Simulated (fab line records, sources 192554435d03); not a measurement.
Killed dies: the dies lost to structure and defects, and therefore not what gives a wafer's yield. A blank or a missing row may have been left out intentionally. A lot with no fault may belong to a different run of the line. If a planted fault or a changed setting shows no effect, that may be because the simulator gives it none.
Comparing a struck lot with a sound one || flow n5-finfet || 13 out of 1938 route steps
Sound: the wafers L920.2, L920.4, L920.5. Wafers L925.1, L925.3, L925.6 were the ones struck. At the end, the cause is stated.
At each step with rows: each side's tool, then ch and its chambers, then its first start. Under that, the readings that differ: sound wafers || struck wafers || difference of the means || sigmas: that difference in standard deviations of wafers without a fault.
alike: words and numbers the same on both sides, and readings whose means are apart by under 2 such deviations; not compared: readings that were withheld, readings missing a value for some wafer, numbers with overlapping values and no deviation given by the record, and bounds like >300 which may hide the same value.
A row with sigmas, a row that says differs or no value, or rows on one side alone: a step with any of these is where the two part. Numbers that have no deviation but don't overlap get no sigmas and don't part them. Lack of a reading on every wafer of one side parts them only where that side has two or more wafers.

first, 5 steps without rows for these wafers: N5_BEOL_M15_SOFTBAKE_23 (time 60 s); N5_BEOL_M15_EXPOSE_25 (exposes mask M15, target cd 400 nm); N5_BEOL_M15_PEB_26 (peb time 90 s); N5_BEOL_M15_DEVELOP_27 (develop time 45 s); N5_BEOL_M15_HARDBAKE_32 (time 120 s).
N5_BEOL_M15_CD_MEAS_28: target cd 407.6 nm.
  sound on cd-sem-01 ch 0, day 13 06:43; struck on cd-sem-02 ch 0, day 19 05:28
  alike: cd-nm
N5_BEOL_M15_OVL_MEAS_29:
  sound on overlay-01 ch 0, day 13 06:44; struck on overlay-01 ch 0, day 19 05:29
  alike: M15_OVL
N5_BEOL_M15_INSPECT_30: inspects for defects (macro).
  sound: defect-inspect-01 at day 13 06:46; struck: defect-inspect-02 at day 19 05:31
  alike: raw-defect-count
N5_BEOL_M15_DESCUM_33: chemistry O2, time 7.9 s.
  sound on rie-diel-03 ch 1,3, day 13 06:48; struck on rie-diel-03 ch 1,2,3, day 19 05:53
  alike: chamber-pressure-mTorr, drypump-motor-current-A, oes-product-au, rf-vpp-V, showerhead-plenum-p-Torr, throttle-valve-pct
  not compared: rf-hours-counter-h
N5_BEOL_M15_ETCH_61: etches BARC in N2/H2, target depth 89 nm, overetch 26.7 nm, time 67.9 s.
  sound on rie-diel-03 ch 1,3, day 13 06:50; struck on rie-diel-03 ch 1,2,3, day 19 05:56
  alike: chamber-pressure-mTorr, drypump-motor-current-A, oes-product-au, rf-vpp-V, showerhead-plenum-p-Torr, throttle-valve-pct
  not compared: rf-hours-counter-h
N5_BEOL_M15_TRENCH_ETCH_34: etches SiO2 in C4F8/O2/Ar, target depth 872.93 nm, time 199 s.
  sound on rie-diel-03 ch 1,3, day 13 06:53; struck on rie-diel-03 ch 1,2,3, day 19 05:59
  alike: chamber-pressure-mTorr, drypump-motor-current-A, he-outer-torr, oes_f_703_au, oes-product-au, rf-vpp-V, showerhead-plenum-p-Torr, throttle-valve-pct
  not compared: rf-hours-counter-h
N5_BEOL_M15_STRIP_36: strips in O2.
  sound on rie-diel-02 ch 1,3, day 13 08:43; struck on rie-diel-04 ch 0,2, day 19 07:59
  no value came back on the struck wafers for any of 8 readings (bias-power-w (W), chamber-pressure-mTorr (mTorr) and others); on the sound wafers bias-power-w (W) reads 0 0 0
{"reading": "model.coat_of_BEOL_M15_COAT_22.thk-nm (nm)", "sound": "0 0 0", "struck": "545 550.2 542.4", "difference": "+546", "sigmas": ""}
  not compared: rf-hours-counter-h
N5_BEOL_M15_STRIP_62: strips in O2.
  sound on rie-diel-02 ch 1,3; struck on rie-diel-04 ch 0,2, day 19 08:02
{"reading": "showerhead-plenum-p-Torr (Torr)", "sound": "2.08 2.23 2.23", "struck": "2.06 2.06 2.06", "difference": -0.12, "sigmas": -2}
  alike: chamber-pressure-mTorr, drypump-motor-current-A, oes-product-au, rf-vpp-V, throttle-valve-pct
  not compared: rf-hours-counter-h

WHERE THEY PART
Earliest at N5_BEOL_M15_STRIP_36; latest, in this record, at N5_BEOL_M15_STRIP_62.

WHY: the cause the simulator had injected
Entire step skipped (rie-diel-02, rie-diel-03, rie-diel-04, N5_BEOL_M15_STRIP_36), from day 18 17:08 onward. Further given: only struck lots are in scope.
